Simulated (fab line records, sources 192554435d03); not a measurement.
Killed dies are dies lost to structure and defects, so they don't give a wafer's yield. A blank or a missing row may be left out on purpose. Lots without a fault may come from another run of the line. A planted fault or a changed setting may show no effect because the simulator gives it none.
Chamber matching | flow n5_finfet | N5_BEOL_M13_DESCUM_33 on rie_diel-02: 4 sister chambers
The step chemistry O2, time 7.9 s. 20 wafers are shown with their chamber, then 10 later ones without.

WAFERS WITH THEIR CHAMBER
wafer  | chamber | showerhead_plenum_p_Torr (Torr) | oes_product_au (a.u.) | drypump_motor_current_A (A)
L074.1 | 1       | 2.00                            | 0.73                  | 6.2
L074.2 | 2       | 2.07                            | 0.71                  | 6.1
L074.3 | 3       | 2.16                            | 0.94                  | 6.6
L075.1 | 2       | 2.07                            | 0.71                  | 6.2
L075.3 | 1       | 1.99                            | 0.73                  | 6.2
L075.5 | 3       | 2.16                            | 0.93                  | 6.7
L076.1 | 3       | 2.16                            | 0.92                  | 6.6
L076.4 | 1       | 1.99                            | 0.72                  | 6.2
L076.5 | 2       | 2.07                            | 0.70                  | 6.2
L078.1 | 2       | 2.07                            | 0.71                  | 6.1
L078.5 | 3       | 2.16                            | 0.92                  | 6.7
L078.6 | 0       | 2.20                            | 0.78                  | 5.1
L077.1 | 3       | 2.16                            | 0.92                  | 6.6
L077.3 | 1       | 1.99                            | 0.72                  | 6.1
L077.5 | 1       | 1.99                            | 0.73                  | 6.1
L079.1 | 0       | 2.20                            | 0.78                  | 5.1
L079.3 | 3       | 2.16                            | 0.92                  | 6.6
L079.5 | 1       | 1.99                            | 0.74                  | 6.1
L081.1 | 1       | 1.99                            | 0.73                  | 6.2
L081.3 | 2       | 2.07                            | 0.71                  | 6.1

SIGNATURES (means of the wafers above)
reading                  | chamber 0 | chamber 1 | chamber 2 | chamber 3 | scatter within a chamber
showerhead_plenum_p_Torr | 2.2000    | 1.9914    | 2.0700    | 2.1600    | 0.00231
oes_product_au           | 0.7800    | 0.7286    | 0.7080    | 0.9250    | 0.00669
drypump_motor_current_A  | 5.100     | 6.157     | 6.140     | 6.633     | 0.0515
Rule: a wafer's distance from a chamber is the root of the sum, over the readings, of the square of ((its reading less the chamber's mean) divided by the reading's scatter). The wafer belongs to the nearest chamber; if the next one is less than 2 further off, it can't be placed. The scatter: the root of (the sum of the squares of (reading less its chamber's mean) over the shown wafers, divided by (wafers less chambers)).

WAFERS WITHOUT THEIR CHAMBER
wafer  | showerhead_plenum_p_Torr (Torr) | oes_product_au (a.u.) | drypump_motor_current_A (A)
L081.5 | 2.07                            | 0.70                  | 6.2
L082.2 | 2.20                            | 0.77                  | 5.1
L082.3 | 2.07                            | 0.70                  | 6.1
L082.5 | 1.99                            | 0.72                  | 6.1
L091.1 | 2.06                            | 0.69                  | 6.1
L091.3 | 2.15                            | 0.88                  | 6.6
L091.6 | 1.98                            | 0.72                  | 6.2
L097.1 | 2.19                            | 0.75                  | 5.1
L097.2 | 1.98                            | 0.70                  | 6.1
L097.6 | 2.06                            | 0.68                  | 6.1

WHICH CHAMBER EACH WENT THROUGH
wafer  | from the rows above | in truth
L081.5 | 2                   | 2
L082.2 | 0                   | 0
L082.3 | 2                   | 2
L082.5 | 1                   | 1
L091.1 | 2                   | 2
L091.3 | 3                   | 3
L091.6 | 1                   | 1
L097.1 | 0                   | 0
L097.2 | 1                   | 1
L097.6 | 2                   | 2
Placed correctly: 10 of 10. Can't be placed from these rows: 0. Placed wrongly: 0.
